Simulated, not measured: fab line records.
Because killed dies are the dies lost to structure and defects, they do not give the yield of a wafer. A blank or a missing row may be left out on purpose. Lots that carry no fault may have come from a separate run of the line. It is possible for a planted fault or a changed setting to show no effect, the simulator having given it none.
Which tool is to blame?	flow n5_finfet	24 lots with 72 wafers sampled at 6 steps, on a route of 1938 steps

## WHAT THE GAUGES READ, wafer by wafer
N5_STI_FIN_REVEAL_THK_MEAS_05.
lot	measured	on	thk_nm (nm)
L074	day 2 10:32	film_metro-02	133.3 133.6 131.8
L075	day 2 19:56	film_metro-01	131.5 130.2 130.3
L076	day 2 22:04	film_metro-01	130.9 132.0 131.9
L077	day 3 04:35	film_metro-01	131.8 133.4 131.9
L078	day 3 09:39	film_metro-02	132.6 132.6 130.4
L079	day 3 14:38	film_metro-02	130.6 129.9 130.5
L080	day 3 21:56	film_metro-01	132.4 133.2 132.8
L081	day 4 03:12	film_metro-02	133.4 132.5 133.6
L082	day 4 11:09	film_metro-01	131.9 133.4 133.9
L083	day 4 16:11	film_metro-01	132.7 131.8 132.1
L084	day 5 00:09	film_metro-01	130.7 130.8 129.7
L085	day 5 04:25	film_metro-01	132.3 131.5 131.8
L086	day 5 12:23	film_metro-01	133.3 132.8 131.5
L087	day 5 17:34	film_metro-02	133.1 133.3 132.3
L088	day 5 22:50	film_metro-02	132.5 132.6 132.6
L089	day 6 04:53	film_metro-02	131.0 129.9 130.8
L090	day 6 10:32	film_metro-01	129.8 130.4 131.8
L091	day 6 15:09	film_metro-02	131.9 131.3 131.3
L092	day 6 20:58	film_metro-02	131.3 131.7 132.4
L093	day 7 09:14	film_metro-02	133.6 132.0 133.3
L094	day 7 11:05	film_metro-01	131.0 131.2 131.5
L095	day 7 16:08	film_metro-02	131.5 130.3 131.3
L096	day 7 21:38	film_metro-02	131.4 132.1 131.7
L097	day 8 03:26	film_metro-01	131.8 131.6 133.5

## WHICH TOOL RAN EACH LOT (tool, then ch and the chambers of the sampled wafers, then the start)
lot	N5_WELL_APT_RTA_34	N5_PMOS_HMC_CHANNEL_EPI_CMP_21	N5_FIN_SAQP_FIN_ETCH_36	N5_FIN_CUT_CUT_ETCH_28	N5_STI_FIN_REVEAL_ALD_14
L074	rtp_anneal-02 ch 0, day 1 15:50	cmp-02 ch 1,2,3, day 1 19:29	rie_si-03 ch 0,1,3, day 2 03:24	rie_si-04 ch 0,1,3, day 2 04:53	ald_sin-01 ch 1,2,3, day 2 05:12
L075	rtp_anneal-01 ch 0, day 1 23:21	cmp-04 ch 1,2, day 2 03:18	rie_si-03 ch 1,2,3, day 2 10:47	rie_si-04 ch 1,2,3, day 2 12:38	ald_sin-03 ch 0,1,3, day 2 13:58
L076	rtp_anneal-01 ch 0, day 2 04:07	cmp-03 ch 0,1,3, day 2 08:29	rie_si-03 ch 0,1,3, day 2 15:02	rie_si-04 ch 1,2,3, day 2 16:25	ald_sin-02 ch 0,1,3, day 2 16:43
L077	rtp_anneal-01 ch 0, day 2 10:01	cmp-02 ch 0,3, day 2 14:11	rie_si-06 ch 1,3, day 2 20:29	rie_si-04 ch 1,2, day 2 21:59	ald_sin-02 ch 0,1,3, day 2 22:40
L078	rtp_anneal-02 ch 0, day 2 15:58	cmp-02 ch 0,1,3, day 2 19:38	rie_si-01 ch 1,2,3, day 3 02:29	rie_si-04 ch 0,1,2, day 3 03:59	ald_sin-03 ch 1,2,3, day 3 04:19
L079	rtp_anneal-01 ch 0, day 2 21:56	cmp-02 ch 0,1,2, day 3 01:19	rie_si-03 ch 0,2, day 3 07:37	rie_si-04 ch 0,1, day 3 08:59	ald_sin-01 ch 0,1,2, day 3 09:17
L080	rtp_anneal-02 ch 0, day 3 04:18	cmp-04 ch 0,3, day 3 07:32	rie_si-03 ch 0,1,3, day 3 14:36	rie_si-02 ch 0,2,3, day 3 16:09	ald_sin-01 ch 0,1,3, day 3 16:36
L081	rtp_anneal-01 ch 0, day 3 09:55	cmp-04 ch 1,2,3, day 3 13:46	rie_si-01 ch 1,2,3, day 3 20:11	rie_si-05 ch 0,1,3, day 3 21:33	ald_sin-01 ch 0,2,3, day 3 21:52
L082	rtp_anneal-01 ch 0, day 3 16:29	cmp-02 ch 0,2, day 3 19:58	rie_si-03 ch 0,1,2, day 4 03:38	rie_si-04 ch 0,2, day 4 05:28	ald_sin-02 ch 0,3, day 4 05:48
L083	rtp_anneal-01 ch 0, day 3 22:06	cmp-04 ch 2,3, day 4 01:57	rie_si-06 ch 0,1, day 4 08:31	rie_si-04 ch 0,1, day 4 09:53	ald_sin-01 ch 0,3, day 4 10:52
L084	rtp_anneal-01 ch 0, day 4 04:56	cmp-04 ch 0,1,3, day 4 08:50	rie_si-06 ch 1,2,3, day 4 16:57	rie_si-04 ch 0,2,3, day 4 18:30	ald_sin-01 ch 0,1,2, day 4 18:49
L085	rtp_anneal-01 ch 0, day 4 10:10	cmp-03 ch 0,2,3, day 4 14:21	rie_si-06 ch 2,3, day 4 20:37	rie_si-05 ch 0,1,3, day 4 21:59	ald_sin-02 ch 0,2,3, day 4 23:02
L086	rtp_anneal-01 ch 0, day 4 16:12	cmp-02 ch 0,1,3, day 4 20:13	rie_si-06 ch 0,1,3, day 5 05:12	rie_si-05 ch 0,1,3, day 5 06:43	ald_sin-02 ch 1,2,3, day 5 07:02
L087	rtp_anneal-01 ch 0, day 4 21:56	cmp-04 ch 1,2, day 5 01:51	rie_si-06 ch 0,1,2, day 5 10:08	rie_si-02 ch 0,1, day 5 11:39	ald_sin-03 ch 0,2, day 5 12:11
L088	rtp_anneal-02 ch 0, day 5 04:26	cmp-04 ch 1,2,3, day 5 08:27	rie_si-01 ch 0,1,2, day 5 14:56	rie_si-04 ch 0,1,2, day 5 16:28	ald_sin-01 ch 1,2, day 5 17:11
L089	rtp_anneal-01 ch 0, day 5 10:05	cmp-03 ch 2,3, day 5 14:26	rie_si-01 ch 0,1,2, day 5 20:52	rie_si-04 ch 1,3, day 5 23:05	ald_sin-03 ch 0,3, day 5 23:32
L090	rtp_anneal-02 ch 0, day 5 16:27	cmp-04 ch 1,3, day 5 20:25	rie_si-01 ch 0,3, day 6 03:23	rie_si-04 ch 0,1,3, day 6 04:53	ald_sin-01 ch 0,2,3, day 6 05:12
L091	rtp_anneal-01 ch 0, day 5 22:04	cmp-04 ch 0,2,3, day 6 01:55	rie_si-03 ch 1,2, day 6 08:08	rie_si-05 ch 2,3, day 6 09:30	ald_sin-03 ch 0,1, day 6 09:49
L092	rtp_anneal-02 ch 0, day 6 04:03	cmp-04 ch 0,1, day 6 07:29	rie_si-03 ch 2,3, day 6 13:41	rie_si-02 ch 2,3, day 6 15:19	ald_sin-03 ch 0,2,3, day 6 15:38
L093	rtp_anneal-02 ch 0, day 6 14:37	cmp-04 ch 0,2,3, day 6 19:15	rie_si-06 ch 1,3, day 7 01:59	rie_si-04 ch 1,2, day 7 03:29	ald_sin-01 ch 1,2,3, day 7 03:52
L094	rtp_anneal-02 ch 0, day 6 16:33	cmp-04 ch 0,1,3, day 6 20:25	rie_si-03 ch 0,1, day 7 03:21	rie_si-04 ch 0,1,3, day 7 04:44	ald_sin-02 ch 0,1,3, day 7 05:44
L095	rtp_anneal-01 ch 0, day 6 22:19	cmp-04 ch 1,2,3, day 7 02:17	rie_si-03 ch 0,3, day 7 08:35	rie_si-04 ch 0,2, day 7 10:23	ald_sin-01 ch 0,3, day 7 10:48
L096	rtp_anneal-01 ch 0, day 7 04:28	cmp-04 ch 0,1,3, day 7 07:54	rie_si-03 ch 0,1,2, day 7 14:26	rie_si-05 ch 1,2,3, day 7 15:47	ald_sin-02 ch 0,2,3, day 7 16:18
L097	rtp_anneal-01 ch 0, day 7 10:04	cmp-04 ch 1,3, day 7 13:31	rie_si-03 ch 1,2,3, day 7 19:57	rie_si-05 ch 1,3, day 7 21:19	ald_sin-03 ch 0,1,2, day 7 21:43
- N5_WELL_APT_RTA_34: time 10 s.
- N5_PMOS_HMC_CHANNEL_EPI_CMP_21: polishes SiGe30, target thk 54 nm.
- N5_FIN_SAQP_FIN_ETCH_36: etches the open film in HBr/Cl2/O2, target depth 120 nm, time 50.4 s.
- N5_FIN_CUT_CUT_ETCH_28: etches Si in HBr/Cl2/O2, target depth 6 nm, time 2.4 s.
- N5_STI_FIN_REVEAL_ALD_14: deposits Si3N4, target thk 3 nm.

## WHAT THE TOOLS THEMSELVES READ (means of the sampled wafers that have a number; where no wafer has one, the mark that the record gives instead)
N5_WELL_APT_RTA_34.
lot	tool	anneal_temp_c_max	lamp_power_pct (%)	wafer_temp_C_max
L074	rtp_anneal-02	1004.6	12.98	1004.1
L075	rtp_anneal-01	1002.5	12.94	1005.0
L076	rtp_anneal-01	1003.7	12.98	1003.0
L077	rtp_anneal-01	1003.5	12.96	1003.1
L078	rtp_anneal-02	1006.1	13.00	1002.5
L079	rtp_anneal-01	1003.9	12.99	1003.5
L080	rtp_anneal-02	1005.5	12.95	1003.5
L081	rtp_anneal-01	1004.0	12.98	1002.0
L082	rtp_anneal-01	1003.9	13.02	1003.9
L083	rtp_anneal-01	1003.1	12.99	1002.4
L084	rtp_anneal-01	1003.7	12.97	1004.0
L085	rtp_anneal-01	1003.5	13.02	1004.6
L086	rtp_anneal-01	1003.7	13.01	1002.4
L087	rtp_anneal-01	1002.9	13.00	1003.4
L088	rtp_anneal-02	1005.1	13.02	1002.8
L089	rtp_anneal-01	1003.2	12.99	1003.3
L090	rtp_anneal-02	1004.7	13.05	1003.4
L091	rtp_anneal-01	1003.3	13.02	1003.9
L092	rtp_anneal-02	1006.7	12.98	1003.8
L093	rtp_anneal-02	1005.6	12.98	1003.0
L094	rtp_anneal-02	1005.5	12.97	1003.6
L095	rtp_anneal-01	1003.5	13.03	1004.0
L096	rtp_anneal-01	1003.3	13.03	1004.4
L097	rtp_anneal-01	1003.4	12.96	1003.2

N5_PMOS_HMC_CHANNEL_EPI_CMP_21.
lot	tool	motor_current_A (A)	retaining_ring_pressure_frac	slurry_flow_ml_min
L074	cmp-02	12.6	1.002	150.5
L075	cmp-04	15.2	1.000	149.6
L076	cmp-03	13.7	0.999	149.6
L077	cmp-02	13.3	1.001	150.1
L078	cmp-02	13.3	1.002	149.9
L079	cmp-02	12.9	0.997	149.8
L080	cmp-04	11.9	0.997	150.0
L081	cmp-04	13.4	1.000	150.1
L082	cmp-02	13.3	0.998	149.8
L083	cmp-04	12.6	1.005	150.2
L084	cmp-04	12.8	1.003	149.9
L085	cmp-03	13.3	0.997	149.7
L086	cmp-02	13.1	1.003	150.2
L087	cmp-04	15.1	1.004	149.7
L088	cmp-04	13.5	0.998	150.0
L089	cmp-03	12.0	0.999	150.2
L090	cmp-04	13.7	1.000	150.1
L091	cmp-04	12.7	1.001	149.4
L092	cmp-04	13.9	1.003	150.0
L093	cmp-04	12.4	1.002	149.6
L094	cmp-04	12.5	1.000	150.1
L095	cmp-04	13.4	0.998	150.1
L096	cmp-04	12.5	1.005	150.2
L097	cmp-04	13.5	1.004	150.1

N5_FIN_SAQP_FIN_ETCH_36.
lot	tool	O2_flow_sccm (sccm)	drypump_motor_current_A (A)	oes_product_au (a.u.)	throttle_valve_pct (%)
L074	rie_si-03	11.99	5.8	1.007	35.7
L075	rie_si-03	12.01	5.8	0.988	35.7
L076	rie_si-03	12.01	5.8	1.009	35.7
L077	rie_si-06	11.99	5.5	0.980	36.0
L078	rie_si-01	11.99	5.7	1.002	36.3
L079	rie_si-03	12.00	6.4	1.001	35.6
L080	rie_si-03	11.97	5.8	1.009	35.7
L081	rie_si-01	11.99	5.6	0.990	36.3
L082	rie_si-03	12.01	6.1	1.000	35.5
L083	rie_si-06	11.98	5.7	0.996	36.6
L084	rie_si-06	12.02	5.7	0.985	36.0
L085	rie_si-06	12.02	6.0	1.007	35.8
L086	rie_si-06	11.96	5.6	0.981	36.4
L087	rie_si-06	11.99	5.8	0.992	36.3
L088	rie_si-01	11.96	6.0	0.982	36.4
L089	rie_si-01	11.98	6.0	0.982	36.4
L090	rie_si-01	12.02	6.1	1.001	36.0
L091	rie_si-03	12.03	5.8	0.991	35.3
L092	rie_si-03	11.98	5.8	0.977	36.0
L093	rie_si-06	12.00	5.4	0.970	36.3
L094	rie_si-03	12.02	6.1	1.019	35.5
L095	rie_si-03	11.99	5.9	0.988	36.0
L096	rie_si-03	11.99	6.1	0.996	35.5
L097	rie_si-03	11.99	5.8	0.975	35.7

N5_FIN_CUT_CUT_ETCH_28.
lot	tool	O2_flow_sccm (sccm)	drypump_motor_current_A (A)	oes_product_au (a.u.)	throttle_valve_pct (%)
L074	rie_si-04	12.04	6.0	1.012	37.2
L075	rie_si-04	12.00	5.7	1.005	36.9
L076	rie_si-04	12.00	5.7	1.004	37.0
L077	rie_si-04	12.01	5.6	0.992	36.8
L078	rie_si-04	11.98	5.9	1.000	37.2
L079	rie_si-04	12.01	5.8	0.998	37.1
L080	rie_si-02	12.03	5.8	1.007	37.3
L081	rie_si-05	11.98	5.1	0.993	37.4
L082	rie_si-04	12.02	5.8	0.999	37.3
L083	rie_si-04	11.99	6.1	1.008	37.4
L084	rie_si-04	12.01	6.0	1.013	37.3
L085	rie_si-05	12.04	5.1	0.993	37.5
L086	rie_si-05	12.01	5.1	0.996	37.4
L087	rie_si-02	12.05	5.4	0.999	37.7
L088	rie_si-04	12.00	5.9	1.002	37.2
L089	rie_si-04	12.00	5.8	1.018	36.9
L090	rie_si-04	11.99	6.0	1.007	37.2
L091	rie_si-05	11.99	5.0	1.007	37.5
L092	rie_si-02	12.02	6.1	1.004	36.9
L093	rie_si-04	12.00	5.6	0.996	37.0
L094	rie_si-04	12.01	6.0	1.011	37.2
L095	rie_si-04	12.03	5.8	0.999	37.3
L096	rie_si-05	12.02	5.2	1.003	37.5
L097	rie_si-05	12.00	5.2	0.993	37.6

N5_STI_FIN_REVEAL_ALD_14.
lot	tool	heater_power_outer_w (W)	heater_power_w (W)
L074	ald_sin-01	502	845
L075	ald_sin-03	498	874
L076	ald_sin-02	569	897
L077	ald_sin-02	568	895
L078	ald_sin-03	540	882
L079	ald_sin-01	489	849
L080	ald_sin-01	518	886
L081	ald_sin-01	512	868
L082	ald_sin-02	614	968
L083	ald_sin-01	520	902
L084	ald_sin-01	485	827
L085	ald_sin-02	582	897
L086	ald_sin-02	525	869
L087	ald_sin-03	543	929
L088	ald_sin-01	502	837
L089	ald_sin-03	530	950
L090	ald_sin-01	519	849
L091	ald_sin-03	494	882
L092	ald_sin-03	564	952
L093	ald_sin-01	506	833
L094	ald_sin-02	568	906
L095	ald_sin-01	535	885
L096	ald_sin-02	570	915
L097	ald_sin-03	527	884

## THE ANSWER, worked out from the rows above alone
Rule: the lots themselves supply what counts as usual. The widest of any qualifying gaps counts: lots, ordered by their means at a reading, are off when they make up no more than a third of the lots, leave a main group of 4 or more, and stand apart from it by 3 or more times the standard deviation of that group's means. Not used: any main group whose means are identical at the precision the tables above print for the reading. A lot without any number at a reading at which 4 lots or more have one is off too. Where the step has rows for the other lots, those lots are counted as sound. Order of review: gauges by route order, followed by the tools' own readings, for which a lot's mean as printed above is used. The first step at which some lot is off is used, and at that step the reading that is off furthest; a lot without a number counts as furthest.
Nothing can be told from this: no lot is off at any reading shown.

## WHAT THE SIMULATOR PUT IN
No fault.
